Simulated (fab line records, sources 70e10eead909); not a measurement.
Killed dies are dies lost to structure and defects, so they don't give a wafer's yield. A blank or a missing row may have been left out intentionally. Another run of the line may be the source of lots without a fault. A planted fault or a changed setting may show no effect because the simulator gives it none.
Which of the tools did it? || flow nand harc || 36 wafers sampled from 12 lots at 1 step of a route of 1159

## WHAT THE GAUGES READ, wafer by wafer
NHARC_A_BLC_CD_MEAS_10 targets a cd of 100 nm.
{"lot": "L075", "measured": "day 17 13:31", "on": "cd sem-02", "cd nm (nm)": "100.2 100.3 100.1"}
{"lot": "L077", "measured": "day 17 17:17", "on": "cd sem-01", "cd nm (nm)": "100.8 100.2 101.2"}
{"lot": "L079", "measured": "day 18 00:18", "on": "cd sem-01", "cd nm (nm)": "100.0 100.3 99.6"}
{"lot": "L081", "measured": "day 18 20:48", "on": "cd sem-03", "cd nm (nm)": "101.0 100.0 101.1"}
{"lot": "L083", "measured": "day 19 10:17", "on": "cd sem-03", "cd nm (nm)": "101.0 99.6 100.3"}
{"lot": "L086", "measured": "day 19 23:13", "on": "cd sem-03", "cd nm (nm)": "101.1 99.4 100.1"}
{"lot": "L088", "measured": "day 20 05:31", "on": "cd sem-02", "cd nm (nm)": "100.3 100.4 100.7"}
{"lot": "L089", "measured": "day 21 00:07", "on": "cd sem-03", "cd nm (nm)": "100.3 101.0 100.2"}
{"lot": "L091", "measured": "day 21 16:04", "on": "cd sem-03", "cd nm (nm)": "99.6 99.8 100.6"}
{"lot": "L094", "measured": "day 22 13:53", "on": "cd sem-02", "cd nm (nm)": "100.1 99.6 99.8"}
{"lot": "L093", "measured": "day 22 23:45", "on": "cd sem-03", "cd nm (nm)": "99.1 99.4 99.8"}
{"lot": "L097", "measured": "day 23 08:45", "on": "cd sem-03", "cd nm (nm)": "100.6 100.6 100.1"}

## EACH LOT AND THE TOOL THAT RAN IT (in order: tool; ch and the chambers of the sampled wafers; start)
The record holds no process step before these readings.

## THE ANSWER, worked out from the rows above alone
Rule: what is usual is taken from the lots themselves. The widest of any qualifying gaps counts: lots, ordered by their means at a reading, are off when they make up no more than a third of the lots, leave a main group of 4 or more, and stand apart from it by 3 or more times the standard deviation of that group's means. A main group whose means are all the same, to the digits that the tables above print for the reading, isn't used. Also off: a lot with no number at a reading for which 4 or more lots have one. Where the step has rows for the other lots, those lots are counted as sound.
Nothing can be told from this: no lot is off at any reading shown.

## WHAT WAS PUT IN BY THE SIMULATOR
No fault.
